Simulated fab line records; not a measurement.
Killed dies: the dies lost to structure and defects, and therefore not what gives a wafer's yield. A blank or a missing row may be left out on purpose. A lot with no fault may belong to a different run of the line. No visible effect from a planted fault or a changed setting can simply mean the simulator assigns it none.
One fault through the eyes of 2 desks || flow n5-finfet || every desk sees just its own numbers, and what lay behind them comes last

== THE TOOL OWNER'S DESK: litho-track-02 ==
The tool's own readings at N5_BEOL_M12_PEB_08 (peb time 90 s): means of the sampled wafers that have a number, for each lot that ran on this tool. The brackets show how far a lot's mean lies from the usual mean; more than 4 standard deviations puts the lot out of limits, marked OUT.
Columns: A = heater-power-total-W at N5_BEOL_M12_PEB_08, usual 172.5 W
{"lot": "L345", "first seen here": "day 11 07:22", "A": 172.8}
{"lot": "L353", "first seen here": "day 13 15:51", "A": 172.2}
{"lot": "L357", "first seen here": "day 14 13:40", "A": "198.0 (+38) OUT"}
{"lot": "L361", "first seen here": "day 16 01:33", "A": "198.6 (+38) OUT"}
This desk finds L357, L361 out of limits, L357 being first, at day 14 13:40 (heater-power-total-W at N5_BEOL_M12_PEB_08). Within limits: L345, L353.

== METROLOGY DESK ==
Means of the sampled wafers that have a number, per lot and without regard to the tool the lot ran on: this is what the gauges read. The brackets show how far a lot's mean lies from the usual mean; more than 4 standard deviations puts the lot out of limits, marked OUT.
Columns: A = cd-nm at N5_BEOL_M11_CD_MEAS_35, usual 70.2 nm; B = cd-nm at N5_BEOL_M12_CD_MEAS_10, usual 140.1 nm
{"lot": "L342", "first seen here": "day 10 16:37", "A": 69.5, "B": 142.8}
{"lot": "L345", "first seen here": "day 11 04:11", "A": 70.0, "B": 141.2}
{"lot": "L344", "first seen here": "day 11 06:22", "A": 69.9, "B": 141.4}
{"lot": "L346", "first seen here": "day 12 13:38", "A": 70.3, "B": 136.9}
{"lot": "L350", "first seen here": "day 12 17:50", "A": 69.6, "B": 137.7}
{"lot": "L353", "first seen here": "day 13 11:18", "A": 70.0, "B": 142.2}
{"lot": "L351", "first seen here": "day 13 14:14", "A": 70.8, "B": 139.9}
{"lot": "L357", "first seen here": "day 14 10:42", "A": 70.0, "B": 137.4}
{"lot": "L360", "first seen here": "day 15 14:15", "A": 71.4, "B": 139.0}
{"lot": "L361", "first seen here": "day 15 20:36", "A": 69.8, "B": 132.8}
{"lot": "L363", "first seen here": "day 16 21:03", "A": 69.4, "B": 139.3}
{"lot": "L364", "first seen here": "day 16 21:22", "A": 70.1, "B": 136.8}
This desk found nothing out of limits on any of the 12 lots.

== TAKEN TOGETHER ==
The tool owner's desk could have raised an alarm at day 14 13:40, on L357, L361.
At the metrology desk, nothing out of limits was observed.
The metrology desk holds a record of L357, L361, inside its limits.
N5_BEOL_M12_PEB_08 was run on litho-track-02 by each of the lots named.

== WHAT THE SIMULATOR HAD INSERTED ==
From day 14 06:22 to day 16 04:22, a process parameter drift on litho-track-02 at N5_BEOL_M12_PEB_08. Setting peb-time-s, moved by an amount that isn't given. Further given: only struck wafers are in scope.
Lots struck among those shown: L357, L361.
How many hours passed from the start of the fault until each desk's first out-of-limits reading: the tool owner's desk, 7.
